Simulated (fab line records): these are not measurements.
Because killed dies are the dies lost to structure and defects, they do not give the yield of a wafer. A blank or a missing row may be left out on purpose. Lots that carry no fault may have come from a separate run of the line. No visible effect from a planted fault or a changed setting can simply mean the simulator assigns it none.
Which of the tools did it? + flow n5-finfet + 24 lots, 72 wafers sampled, at 6 steps of a route of 1938

## WHAT THE GAUGES SHOWED, per wafer
No reading from a measuring or inspecting step in the record can be judged against a usual standard deviation.

## EACH LOT AND THE TOOL THAT RAN IT (in order: tool; ch and the chambers of the sampled wafers; start)
| lot  | N5_BEOL_M2_DEP_57               | N5_BEOL_M3_ETCH_63                 | N5_BEOL_M3_HM_OPEN_17             | N5_BEOL_M3_ALD_84                   | N5_BEOL_M3_SURFACE_TREAT_85  | N5_BEOL_M3_ANNEAL_87         |
|------|---------------------------------|------------------------------------|-----------------------------------|-------------------------------------|------------------------------|------------------------------|
| L076 | pecvd-01 ch 0,1, day 8 05:32    | rie-diel-04 ch 0,1, day 8 07:22    | rie-metal-01 ch 0,1, day 8 07:35  | ald-metal-02 ch 0,3, day 8 22:29    | pvd-sputter-01, day 8 22:42  | pvd-sputter-01, day 8 23:40  |
| L078 | pecvd-01 ch 1,2, day 8 05:46    | rie-diel-05 ch 1,2,3, day 8 07:31  | rie-metal-03 ch 0,1, day 8 07:43  | ald-metal-02 ch 1,2,3, day 9 00:59  | pvd-sputter-02, day 9 01:16  | pvd-sputter-02, day 9 02:26  |
| L074 | pecvd-02 ch 1,2, day 8 07:22    | rie-diel-05 ch 0,2,3, day 8 08:29  | rie-metal-03 ch 0,1, day 8 08:41  | ald-metal-02 ch 1,2,3, day 9 01:27  | pvd-sputter-01, day 9 01:57  | pvd-sputter-03, day 9 04:07  |
| L077 | pecvd-02 ch 1,2, day 8 07:40    | rie-diel-01 ch 2,3, day 8 10:21    | rie-metal-03 ch 0,1, day 8 10:35  | ald-metal-02 ch 1,3, day 9 05:20    | pvd-sputter-03, day 9 05:37  | pvd-sputter-02, day 9 06:49  |
| L075 | pecvd-04 ch 0,1, day 8 10:39    | rie-diel-05 ch 0,2, day 8 13:20    | rie-metal-01 ch 1, day 8 13:32    | ald-metal-02 ch 1,2, day 9 11:20    | pvd-sputter-03, day 9 11:36  | pvd-sputter-03, day 9 12:38  |
| L079 | pecvd-04 ch 0,1, day 8 17:52    | rie-diel-05 ch 0,1,2, day 8 19:40  | rie-metal-02 ch 0,1, day 8 19:54  | ald-metal-03 ch 1,2, day 9 16:50    | pvd-sputter-01, day 9 17:03  | pvd-sputter-01, day 9 18:02  |
| L080 | pecvd-01 ch 0,1, day 8 20:06    | rie-diel-04 ch 1,2,3, day 8 22:32  | rie-metal-02 ch 0,1, day 8 22:44  | ald-metal-02 ch 0,1,3, day 9 13:58  | pvd-sputter-01, day 9 14:19  | pvd-sputter-01, day 9 15:37  |
| L081 | pecvd-04 ch 0,1, day 9 04:13    | rie-diel-04 ch 0,1, day 9 05:52    | rie-metal-02 ch 1, day 9 06:03    | ald-metal-04 ch 0,1,3, day 9 23:58  | pvd-sputter-03, day 10 00:13 | pvd-sputter-01, day 10 02:45 |
| L082 | pecvd-04 ch 0,2, day 9 11:32    | rie-diel-05 ch 2,3, day 9 13:41    | rie-metal-01 ch 0,1, day 9 13:53  | ald-metal-02 ch 0,1, day 10 04:43   | pvd-sputter-03, day 10 04:57 | pvd-sputter-02, day 10 06:03 |
| L083 | pecvd-04 ch 0,1,2, day 9 13:14  | rie-diel-05 ch 0,1,2, day 9 14:51  | rie-metal-02 ch 0,1, day 9 15:03  | ald-metal-03 ch 0,2, day 10 05:02   | pvd-sputter-03, day 10 05:32 | pvd-sputter-03, day 10 06:38 |
| L086 | pecvd-04 ch 0,2, day 11 00:22   | rie-diel-04 ch 0,1,3, day 11 05:18 | rie-metal-03 ch 0,1, day 11 05:30 | ald-metal-03 ch 0,2,3, day 11 18:19 | pvd-sputter-03, day 11 18:34 | pvd-sputter-03, day 11 19:37 |
| L084 | pecvd-04 ch 0,1,2, day 11 09:11 | rie-diel-04 ch 0,1, day 11 11:58   | rie-metal-03 ch 0,1, day 11 12:10 | ald-metal-02 ch 0,1, day 12 03:26   | pvd-sputter-02, day 12 03:45 | pvd-sputter-02, day 12 04:44 |
| L085 | pecvd-01 ch 0,1,2, day 11 11:55 | rie-diel-04 ch 1,2, day 11 15:11   | rie-metal-02 ch 1, day 11 15:23   | ald-metal-02 ch 1,3, day 12 06:14   | pvd-sputter-02, day 12 06:41 | pvd-sputter-02, day 12 07:55 |
| L087 | pecvd-02 ch 0,1, day 11 15:18   | rie-diel-05 ch 1,2,3, day 11 16:33 | rie-metal-03 ch 0,1, day 11 16:47 | ald-metal-02 ch 0,2, day 12 10:21   | pvd-sputter-03, day 12 10:44 | pvd-sputter-02, day 12 11:46 |
| L088 | pecvd-01 ch 0,1, day 11 18:55   | rie-diel-04 ch 0,1,2, day 11 20:41 | rie-metal-03 ch 0,1, day 11 20:54 | ald-metal-04 ch 0,3, day 12 11:53   | pvd-sputter-01, day 12 12:10 | pvd-sputter-02, day 12 13:36 |
| L089 | pecvd-02 ch 0,1,2, day 11 19:13 | rie-diel-05 ch 0,2, day 11 22:31   | rie-metal-03 ch 0,1, day 11 22:42 | ald-metal-03 ch 1,2,3, day 12 14:50 | pvd-sputter-03, day 12 15:06 | pvd-sputter-01, day 12 16:04 |
| L090 | pecvd-02 ch 0,1, day 11 22:12   | rie-diel-01 ch 0,1,3, day 11 23:47 | rie-metal-02 ch 0,1, day 11 23:59 | ald-metal-04 ch 0,3, day 12 20:11   | pvd-sputter-02, day 12 21:59 | pvd-sputter-01, day 12 22:58 |
| L091 | pecvd-04 ch 0,2, day 12 03:17   | rie-diel-04 ch 0,3, day 12 05:02   | rie-metal-01 ch 0,1, day 12 05:16 | ald-metal-03 ch 0,1,2, day 12 15:02 | pvd-sputter-03, day 12 15:18 | pvd-sputter-01, day 12 17:54 |
| L093 | pecvd-01 ch 0,2, day 12 09:58   | rie-diel-01 ch 0,1,3, day 12 11:30 | rie-metal-02 ch 0,1, day 12 11:44 | ald-metal-04 ch 0,1,2, day 12 23:18 | pvd-sputter-01, day 13 00:04 | pvd-sputter-03, day 13 01:51 |
| L092 | pecvd-02 ch 1,2, day 12 11:38   | rie-diel-05 ch 1,2, day 12 14:35   | rie-metal-01 ch 0,1, day 12 14:47 | ald-metal-03 ch 1,3, day 13 03:05   | pvd-sputter-03, day 13 03:19 | pvd-sputter-03, day 13 04:17 |
| L094 | pecvd-02 ch 0,2, day 12 18:11   | rie-diel-04 ch 1,2,3, day 12 19:46 | rie-metal-02 ch 0,1, day 12 19:58 | ald-metal-02 ch 0,1,3, day 13 04:23 | pvd-sputter-02, day 13 04:41 | pvd-sputter-02, day 13 06:00 |
| L095 | pecvd-02 ch 0,1,2, day 12 23:02 | rie-diel-01 ch 1,2,3, day 13 00:00 | rie-metal-02 ch 0,1, day 13 00:11 | ald-metal-03 ch 0,2,3, day 13 16:43 | pvd-sputter-02, day 13 16:59 | pvd-sputter-02, day 13 18:07 |
| L096 | pecvd-01 ch 0,1, day 12 23:10   | rie-diel-05 ch 0,1,2, day 13 02:47 | rie-metal-03 ch 0,1, day 13 02:59 | ald-metal-03 ch 0,1,3, day 13 20:40 | pvd-sputter-03, day 13 21:11 | pvd-sputter-02, day 13 23:29 |
| L097 | pecvd-01 ch 0,1, day 13 16:32   | rie-diel-04 ch 0,1,2, day 13 17:50 | rie-metal-01 ch 0,1, day 13 18:04 | ald-metal-04 ch 2,3, day 15 04:37   | pvd-sputter-02, day 15 05:05 | pvd-sputter-01, day 15 06:22 |
- N5_BEOL_M2_DEP_57: deposits SiCN from 3MS/NH3, target thk 8 nm, time 14 s.
- N5_BEOL_M3_ETCH_63: etches SiARC in CF4, target depth 15.6 nm, time 26 s.
- N5_BEOL_M3_HM_OPEN_17: chemistry Cl2/BCl3, target TiN, target depth 20 nm, overetch 6 nm.
- N5_BEOL_M3_ALD_84: deposits TaN, pulse time 2 s, purge time 3 s, co reactant purge time 2 s.
- N5_BEOL_M3_SURFACE_TREAT_85
- N5_BEOL_M3_ANNEAL_87: time 240 s.

## AS READ BY THE TOOLS THEMSELVES (means over the sampled wafers that have a number; for cases with no such wafer, the mark the record gives instead)
N5_BEOL_M2_DEP_57. Usual: chamber-pressure-Torr 3.000 Torr, standard deviation 0.0068; showerhead-plenum-p-Torr 3.660 Torr, standard deviation 0.017; throttle-valve-pct 9.0 %, standard deviation 0.4.
| lot  | tool     | chamber-pressure-Torr (Torr) | showerhead-plenum-p-Torr (Torr) | throttle-valve-pct (%) | flag |
|------|----------|------------------------------|---------------------------------|------------------------|------|
| L076 | pecvd-01 | 3.006                        | 3.647                           | 8.8                    |      |
| L078 | pecvd-01 | 2.996                        | 3.645                           | 8.7                    |      |
| L074 | pecvd-02 | 3.010                        | 3.663                           | 9.1                    |      |
| L077 | pecvd-02 | 3.003                        | 3.652                           | 9.2                    |      |
| L075 | pecvd-04 | 2.998                        | 3.677                           | 8.9                    |      |
| L079 | pecvd-04 | 3.000                        | 3.670                           | 8.9                    |      |
| L080 | pecvd-01 | 2.998                        | 3.655                           | 9.1                    |      |
| L081 | pecvd-04 | 3.005                        | 3.668                           | 9.2                    |      |
| L082 | pecvd-04 | 3.005                        | 3.665                           | 8.7                    |      |
| L083 | pecvd-04 | 3.005                        | 3.661                           | 8.8                    |      |
| L086 | pecvd-04 | 3.001                        | 3.662                           | 8.7                    |      |
| L084 | pecvd-04 | 3.002                        | 3.669                           | 9.0                    |      |
| L085 | pecvd-01 | 2.999                        | 3.651                           | 8.8                    |      |
| L087 | pecvd-02 | 2.997                        | 3.678                           | 9.2                    |      |
| L088 | pecvd-01 | 2.996                        | 3.663                           | 9.3                    |      |
| L089 | pecvd-02 | 2.998                        | 3.659                           | 9.1                    |      |
| L090 | pecvd-02 | 2.996                        | 3.681                           | 9.3                    |      |
| L091 | pecvd-04 | 2.999                        | 3.659                           | 9.0                    |      |
| L093 | pecvd-01 | 3.001                        | 3.656                           | 9.2                    |      |
| L092 | pecvd-02 | 3.000                        | 3.652                           | 9.1                    |      |
| L094 | pecvd-02 | 3.001                        | 3.645                           | 9.3                    |      |
| L095 | pecvd-02 | 3.007                        | 3.664                           | 9.2                    |      |
| L096 | pecvd-01 | 3.000                        | 3.654                           | 9.1                    |      |
| L097 | pecvd-01 | 2.996                        | 3.654                           | 9.3                    |      |

N5_BEOL_M3_ETCH_63. Usual: bias-w 36.01 W, standard deviation 0.098; drypump-motor-current-A 5.6 A, standard deviation 0.43; etch-rf-on-time-s 25.7 s, standard deviation 0.47; oes-product-au 0.67 a.u., standard deviation 0.063; rf-vpp-V 184.0 V, standard deviation 1.2; showerhead-plenum-p-Torr 2.13 Torr, standard deviation 0.066; throttle-valve-pct 15.71 %, standard deviation 0.19.
| lot  | tool        | bias-w (W) | drypump-motor-current-A (A) | etch-rf-on-time-s (s) | oes-product-au (a.u.) | rf-vpp-V (V) | showerhead-plenum-p-Torr (Torr) | throttle-valve-pct (%) | flag |
|------|-------------|------------|-----------------------------|-----------------------|-----------------------|--------------|---------------------------------|------------------------|------|
| L076 | rie-diel-04 | 35.88      | 5.8                         | 25.9                  | 0.64                  | 183.5        | 2.11                            | 15.78                  |      |
| L078 | rie-diel-05 | 36.04      | 5.5                         | 25.2                  | 0.73                  | 184.7        | 2.15                            | 15.62                  |      |
| L074 | rie-diel-05 | 36.09      | 5.0                         | 25.6                  | 0.68                  | 183.6        | 2.13                            | 15.64                  |      |
| L077 | rie-diel-01 | 35.91      | 5.5                         | 25.7                  | 0.75                  | 183.9        | 2.16                            | 15.50                  |      |
| L075 | rie-diel-05 | 36.02      | 5.2                         | 25.5                  | 0.65                  | 183.8        | 2.12                            | 15.72                  |      |
| L079 | rie-diel-05 | 36.08      | 5.4                         | 25.6                  | 0.68                  | 184.8        | 2.18                            | 15.75                  |      |
| L080 | rie-diel-04 | 36.07      | 5.7                         | 25.5                  | 0.67                  | 183.8        | 2.10                            | 15.71                  |      |
| L081 | rie-diel-04 | 35.96      | 5.7                         | 25.8                  | 0.69                  | 183.4        | 2.09                            | 15.68                  |      |
| L082 | rie-diel-05 | 36.06      | 5.3                         | 25.6                  | 0.69                  | 183.1        | 2.08                            | 15.61                  |      |
| L083 | rie-diel-05 | 36.04      | 5.4                         | 25.8                  | 0.67                  | 184.2        | 2.18                            | 15.76                  |      |
| L086 | rie-diel-04 | 35.92      | 5.8                         | 26.2                  | 0.63                  | 183.3        | 2.11                            | 15.88                  |      |
| L084 | rie-diel-04 | 35.91      | 5.7                         | 26.1                  | 0.67                  | 184.4        | 2.09                            | 15.72                  |      |
| L085 | rie-diel-04 | 35.94      | 5.6                         | 25.9                  | 0.67                  | 183.7        | 2.07                            | 15.56                  |      |
| L087 | rie-diel-05 | 35.97      | 5.5                         | 25.7                  | 0.69                  | 183.7        | 2.14                            | 15.67                  |      |
| L088 | rie-diel-04 | 36.00      | 5.7                         | 25.9                  | 0.65                  | 183.3        | 2.09                            | 15.71                  |      |
| L089 | rie-diel-05 | 36.00      | 5.2                         | 25.6                  | 0.63                  | 183.9        | 2.11                            | 15.78                  |      |
| L090 | rie-diel-01 | 36.04      | 6.2                         | 25.6                  | 0.71                  | 183.9        | 2.16                            | 15.65                  |      |
| L091 | rie-diel-04 | 36.07      | 5.8                         | 26.0                  | 0.59                  | 183.4        | 2.12                            | 16.03                  |      |
| L093 | rie-diel-01 | 36.09      | 6.2                         | 25.4                  | 0.70                  | 185.3        | 2.16                            | 15.66                  |      |
| L092 | rie-diel-05 | 35.99      | 5.6                         | 25.3                  | 0.66                  | 183.9        | 2.12                            | 15.75                  |      |
| L094 | rie-diel-04 | 36.00      | 5.7                         | 26.2                  | 0.64                  | 183.4        | 2.09                            | 15.77                  |      |
| L095 | rie-diel-01 | 36.02      | 5.8                         | 25.1                  | 0.68                  | 183.7        | 2.16                            | 15.60                  |      |
| L096 | rie-diel-05 | 36.06      | 5.4                         | 25.6                  | 0.65                  | 184.9        | 2.17                            | 15.82                  |      |
| L097 | rie-diel-04 | 35.86      | 5.7                         | 25.7                  | 0.71                  | 183.2        | 2.08                            | 15.58                  |      |

N5_BEOL_M3_HM_OPEN_17. Usual: bias-w 125.9 W, standard deviation 0.35; drypump-motor-current-A 5.6 A, standard deviation 0.58; oes-product-au 0.67 a.u., standard deviation 0.09; throttle-valve-pct 22.09 %, standard deviation 0.21.
| lot  | tool         | bias-w (W) | drypump-motor-current-A (A) | oes-product-au (a.u.) | throttle-valve-pct (%) | flag |
|------|--------------|------------|-----------------------------|-----------------------|------------------------|------|
| L076 | rie-metal-01 | 125.9      | 5.4                         | 0.69                  | 21.89                  |      |
| L078 | rie-metal-03 | 125.9      | 5.7                         | 0.59                  | 22.13                  |      |
| L074 | rie-metal-03 | 125.7      | 5.4                         | 0.64                  | 22.25                  |      |
| L077 | rie-metal-03 | 125.7      | 5.4                         | 0.64                  | 22.25                  |      |
| L075 | rie-metal-01 | 126.4      | 5.7                         | 0.68                  | 21.79                  |      |
| L079 | rie-metal-02 | 126.0      | 5.9                         | 0.68                  | 22.14                  |      |
| L080 | rie-metal-02 | 126.0      | 5.9                         | 0.69                  | 22.14                  |      |
| L081 | rie-metal-02 | 126.1      | 6.4                         | 0.76                  | 22.22                  |      |
| L082 | rie-metal-01 | 125.8      | 5.2                         | 0.70                  | 21.98                  |      |
| L083 | rie-metal-02 | 126.2      | 5.9                         | 0.68                  | 22.14                  |      |
| L086 | rie-metal-03 | 125.9      | 5.7                         | 0.59                  | 22.13                  |      |
| L084 | rie-metal-03 | 126.0      | 5.4                         | 0.63                  | 22.27                  |      |
| L085 | rie-metal-02 | 126.1      | 6.4                         | 0.73                  | 22.25                  |      |
| L087 | rie-metal-03 | 126.1      | 5.7                         | 0.59                  | 22.12                  |      |
| L088 | rie-metal-03 | 125.9      | 5.7                         | 0.58                  | 22.15                  |      |
| L089 | rie-metal-03 | 126.4      | 5.7                         | 0.58                  | 22.14                  |      |
| L090 | rie-metal-02 | 125.9      | 5.3                         | 0.80                  | 21.94                  |      |
| L091 | rie-metal-01 | 125.8      | 5.4                         | 0.68                  | 21.89                  |      |
| L093 | rie-metal-02 | 125.7      | 5.4                         | 0.79                  | 21.94                  |      |
| L092 | rie-metal-01 | 125.8      | 5.5                         | 0.67                  | 21.91                  |      |
| L094 | rie-metal-02 | 126.4      | 5.9                         | 0.76                  | 22.11                  |      |
| L095 | rie-metal-02 | 125.9      | 5.3                         | 0.79                  | 21.94                  |      |
| L096 | rie-metal-03 | 125.7      | 5.4                         | 0.62                  | 22.29                  |      |
| L097 | rie-metal-01 | 126.1      | 5.2                         | 0.69                  | 22.00                  |      |

N5_BEOL_M3_ALD_84. Usual: chamber-pressure-Torr 3.002 Torr, standard deviation 0.0058; heater-power-w 421 W, standard deviation 51; mfc-carrier-sccm 1500 sccm, standard deviation 4.9.
| lot  | tool         | chamber-pressure-Torr (Torr) | heater-power-w (W) | mfc-carrier-sccm (sccm) | flag |
|------|--------------|------------------------------|--------------------|-------------------------|------|
| L076 | ald-metal-02 | 3.007                        | 478                | 1503                    |      |
| L078 | ald-metal-02 | 3.000                        | 396                | 1502                    |      |
| L074 | ald-metal-02 | 3.001                        | 399                | 1498                    |      |
| L077 | ald-metal-02 | 3.002                        | 396                | 1495                    |      |
| L075 | ald-metal-02 | 3.001                        | 392                | 1498                    |      |
| L079 | ald-metal-03 | 3.009                        | 372                | 1501                    |      |
| L080 | ald-metal-02 | 3.005                        | 447                | 1504                    |      |
| L081 | ald-metal-04 | 3.005                        | 430                | 1507                    |      |
| L082 | ald-metal-02 | 3.008                        | 421                | 1501                    |      |
| L083 | ald-metal-03 | 2.997                        | 355                | 1503                    |      |
| L086 | ald-metal-03 | 3.003                        | 396                | 1503                    |      |
| L084 | ald-metal-02 | 3.000                        | 474                | 1503                    |      |
| L085 | ald-metal-02 | 3.002                        | 398                | 1501                    |      |
| L087 | ald-metal-02 | 2.993                        | 471                | 1500                    |      |
| L088 | ald-metal-04 | 2.997                        | 448                | 1501                    |      |
| L089 | ald-metal-03 | 3.004                        | 411                | 1499                    |      |
| L090 | ald-metal-04 | 3.006                        | 465                | 1498                    |      |
| L091 | ald-metal-03 | 3.003                        | 397                | 1498                    |      |
| L093 | ald-metal-04 | 2.998                        | 423                | 1500                    |      |
| L092 | ald-metal-03 | 2.998                        | 459                | 1496                    |      |
| L094 | ald-metal-02 | 3.005                        | 438                | 1501                    |      |
| L095 | ald-metal-03 | 3.004                        | 394                | 1499                    |      |
| L096 | ald-metal-03 | 2.999                        | 445                | 1501                    |      |
| L097 | ald-metal-04 | 3.003                        | 411                | 1502                    |      |

N5_BEOL_M3_ANNEAL_87. Usual: heater-power-w reads 841 W (standard deviation 110).
| lot  | tool           | heater-power-w (W) | flag |
|------|----------------|--------------------|------|
| L076 | pvd-sputter-01 | 777                |      |
| L078 | pvd-sputter-02 | 809                |      |
| L074 | pvd-sputter-03 | 874                |      |
| L077 | pvd-sputter-02 | 933                |      |
| L075 | pvd-sputter-03 | 763                |      |
| L079 | pvd-sputter-01 | 831                |      |
| L080 | pvd-sputter-01 | 799                |      |
| L081 | pvd-sputter-01 | 773                |      |
| L082 | pvd-sputter-02 | 983                |      |
| L083 | pvd-sputter-03 | 900                |      |
| L086 | pvd-sputter-03 | 877                |      |
| L084 | pvd-sputter-02 | 898                |      |
| L085 | pvd-sputter-02 | 802                |      |
| L087 | pvd-sputter-02 | 796                |      |
| L088 | pvd-sputter-02 | 892                |      |
| L089 | pvd-sputter-01 | 800                |      |
| L090 | pvd-sputter-01 | 822                |      |
| L091 | pvd-sputter-01 | 799                |      |
| L093 | pvd-sputter-03 | 908                |      |
| L092 | pvd-sputter-03 | 927                |      |
| L094 | pvd-sputter-02 | 890                |      |
| L095 | pvd-sputter-02 | 823                |      |
| L096 | pvd-sputter-02 | 926                |      |
| L097 | pvd-sputter-01 | 773                |      |

## THE ANSWER, worked out from the rows above alone
Rule: a lot counts as off when the mean over its wafers that have a number is more than 3 standard deviations away from the usual mean. A lot without any number at a reading at which 4 lots or more have one is off too. Where the step has rows for the other lots, those lots are counted as sound. Order of review: gauges by route order, followed by the tools' own readings, for which a lot's mean as printed above is used. At the first step where some lot is off, the reading lying furthest off is the one used; lots without a number count as furthest.
No lot is off on any of the readings shown, so nothing can be concluded from this.

## WHAT HAD BEEN PUT IN BY THE SIMULATOR
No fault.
